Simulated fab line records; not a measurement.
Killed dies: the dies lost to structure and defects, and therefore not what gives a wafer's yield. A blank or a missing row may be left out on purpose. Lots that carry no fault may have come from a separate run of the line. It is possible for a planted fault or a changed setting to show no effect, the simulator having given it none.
Split-lot experiment    flow n5_finfet    route with 1938 steps; 7 lots, 21 wafers read

== ON THE SPLIT ==
At N5_BEOL_M5_COAT_71 (time 60 s, resist thk 5 nm), the setting spin_rpm was moved away from the recipe's 1500 rpm on 6 of the 21 wafers read, by -7.7% to +11.1%. The other wafers ran this setting at the recipe's value.

== FROM THE SPLIT TO THE READING: what the file shows between them, 3 steps ==
- N5_BEOL_M5_COAT_05: resist thk 30 nm
- N5_BEOL_M5_EBR_07
- N5_BEOL_M5_DESCUM_16: chemistry O2, time 7 s

== THE READING ==
etch.depth_nm (the simulator's own value, which no gauge read), in nm, at N5_BEOL_M5_ETCH_72 (etches underlayer in N2/H2, target depth 6.5 nm, time 5.2 s). The file gives no usual value for it. The 15 wafers here that ran the recipe average 4.998 nm, standard deviation 0.012 nm.

wafer   tool, chamber at the split  spin_rpm as run, rpm  against the recipe  etch.depth_nm, nm  against lot-mates on the recipe
L074.3  litho_track-04, 0           1500                  recipe              4.988              -
L074.4  litho_track-04, 0           1500                  recipe              4.998              -
L074.5  litho_track-04, 0           1500                  recipe              5.002              -
L075.1  litho_track-04, 0           1500                  recipe              5.011              -
L075.2  litho_track-04, 0           1500                  recipe              5.014              -
L075.3  litho_track-04, 0           1550                  +3.3%               4.909              -0.104
L082.2  litho_track-01, 0           1500                  recipe              4.992              -
L082.4  litho_track-01, 0           1596                  +6.4%               4.854              -0.144
L082.6  litho_track-01, 0           1500                  recipe              5.003              -
L089.1  litho_track-03, 0           1500                  recipe              4.98               -
L089.3  litho_track-03, 0           1384                  -7.7%               5.204              +0.223
L089.4  litho_track-03, 0           1500                  recipe              4.981              -
L094.2  litho_track-01, 0           1500                  recipe              4.976              -
L094.3  litho_track-01, 0           1561                  +4.1%               4.889              -0.100
L094.4  litho_track-01, 0           1500                  recipe              5.002              -
L093.3  litho_track-04, 0           1500                  recipe              5.009              -
L093.4  litho_track-04, 0           1666                  +11.1%              4.739              -0.270
L093.6  litho_track-04, 0           1666                  +11.1%              4.742              -0.267
L096.2  litho_track-04, 0           1500                  recipe              5.016              -
L096.4  litho_track-04, 0           1500                  recipe              4.999              -
L096.5  litho_track-04, 0           1500                  recipe              4.995              -

FIT RESULTS
A straight line over all 21 wafers: etch.depth_nm changes by -0.0241 nm for each +1% of spin_rpm; r = -0.99; the points scatter about the line by 0.013 nm.
The same after taking each lot's own level away (the mean of its wafers on the recipe; 21 wafers): -0.0252 nm for each +1%; r = -0.99; scatter 0.011 nm.
That fit puts the effect of the largest move of spin_rpm on the reading at 0.28 nm.
Measured against the standard deviation above, the lots' own levels, which go from 4.9805 to 5.0125 nm, span 2.7 times it.
The two slopes are in agreement: the lot-to-lot level therefore moves the slope only a little.
Check: -0.28 nm against its lot-mates is what the line predicts for one of the wafers moved furthest among these (+11.1%) when that wafer is left out of the fit. It came out at -0.27 nm against them.

== THE WHOLE CHAIN: every reading that the file lists as answering this split, in the file's order ==
step                what it does                                                 reading                                                         change (the file's fit)                 r (the file's)
N5_BEOL_M5_ETCH_72  etches underlayer in N2/H2, target depth 6.5 nm, time 5.2 s  etch_rf_on_time_s                                               withheld for each +1% of the setting    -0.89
N5_BEOL_M5_ETCH_72  etches underlayer in N2/H2, target depth 6.5 nm, time 5.2 s  etch.depth_nm (the simulator's own value, which no gauge read)  -0.0253 nm for each +1% of the setting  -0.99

== FILE'S OWN FIT ==
etch.depth_nm changes by -0.0253 nm for each +1% of spin_rpm, r = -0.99.
